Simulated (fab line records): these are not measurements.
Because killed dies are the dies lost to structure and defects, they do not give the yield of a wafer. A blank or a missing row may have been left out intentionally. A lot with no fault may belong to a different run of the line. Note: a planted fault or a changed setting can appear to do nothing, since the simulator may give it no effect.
A struck lot beside a sound one + flow n5 finfet + 16 steps out of a route of 1938
Sound: wafers L508.2, L508.3, L508.6. Struck: wafer L510.6 (left out: L510.3, L510.4 of the same lot, which were not struck); the cause appears at the end.
At each step with rows: each side's tool, then ch and its chambers, then its first start. Under that, the readings that differ: sound wafers + struck wafers + difference of the means + sigmas: that difference in standard deviations of wafers without a fault.
alike: words and numbers the same on both sides, and readings whose means are apart by under 2 such deviations; not compared: readings that were withheld, readings missing a value for some wafer, numbers with overlapping values and no deviation given by the record, and bounds like >300 which may hide the same value.
A row with sigmas, a row that says differs or no value, or rows on one side alone: a step with any of these is where the two part. When numbers do not overlap yet have no deviation, they are printed without sigmas and do not part them. Lack of a reading on every wafer of one side parts them only where that side has two or more wafers.

N5_BEOL_M10_HM_DEP_02: deposits TiN, target thk 20 nm.
  sound: pvd sputter-02 at day 11 14:02; struck: pvd sputter-03 at day 13 00:55
  alike: throttle valve pct
then, 8 steps without rows for these wafers: N5_BEOL_M10_COAT_59 (time 60 s, resist thk 100 nm); N5_BEOL_M10_COAT_60 (time 60 s, resist thk 30 nm); N5_BEOL_M10_COAT_05 (resist thk 90 nm); N5_BEOL_M10_EBR_07; N5_BEOL_M10_SOFTBAKE_06 (time 60 s); N5_BEOL_M10_EXPOSE_08 (exposes mask M10); N5_BEOL_M10_PEB_09 (peb time 60 s); N5_BEOL_M10_DEVELOP_10 (develop time 30 s).
N5_BEOL_M10_CD_MEAS_11: target cd 64.1 nm.
  sound on cd sem-03 ch 0, day 11 14:32; struck on cd sem-02 ch 0, day 13 01:26
  alike: cd nm
N5_BEOL_M10_OVL_MEAS_12:
  sound on overlay-02 ch 0, day 11 14:34; struck on overlay-01 ch 0, day 13 01:28
  alike: M10_OVL
N5_BEOL_M10_INSPECT_13: inspects for defects (brightfield).
  sound: defect inspect-02 at day 11 14:35; struck: defect inspect-01 at day 13 01:29
  alike: raw defect count
N5_BEOL_M10_DESCUM_16: chemistry O2, time 7.9 s.
  sound on rie diel-03 ch 0,1, day 11 14:37; struck on rie diel-06 ch 3, day 13 01:55
| reading                                       | sound          | struck | difference | sigmas |
|-----------------------------------------------|----------------|--------|------------|--------|
| model.CAR-ArF_of_BEOL_M10_COAT_05.thk nm (nm) | 83.6 83.6 83.4 | 82     | -2         |        |
  alike: drypump motor current A, oes product au, rf vpp V, showerhead plenum p Torr, throttle valve pct
  not compared: rf hours counter h
N5_BEOL_M10_ETCH_61: etches SiARC in CF4, target depth 39 nm, time 65 s.
  sound on rie diel-03 ch 0,1, day 11 14:40; struck on rie diel-06 ch 3, day 13 01:57
| reading                                       | sound          | struck | difference | sigmas |
|-----------------------------------------------|----------------|--------|------------|--------|
| model.CAR-ArF_of_BEOL_M10_COAT_05.thk nm (nm) | 55.4 55.6 55.4 | 53.8   | -1.7       |        |
  alike: bias w, cf4 flow sccm, drypump motor current A, etch rf on time s, oes product au, rf vpp V, showerhead plenum p Torr, throttle valve pct
  not compared: rf hours counter h
N5_BEOL_M10_ETCH_62: etches SOC in N2/H2, target depth 110 nm, overetch 22 nm, time 165 s.
  sound on rie diel-03 ch 0,1, day 11 14:43; struck on rie diel-06 ch 3, day 13 02:00
  alike: bias w, drypump motor current A, oes product au, rf vpp V, showerhead plenum p Torr, throttle valve pct
  not compared: rf hours counter h
next, for these wafers, 1 step has no rows: N5_PASSIVATION_PROBE_49.

## WHERE THEY PART
Nowhere in this record.

WHY: what the simulator had put in
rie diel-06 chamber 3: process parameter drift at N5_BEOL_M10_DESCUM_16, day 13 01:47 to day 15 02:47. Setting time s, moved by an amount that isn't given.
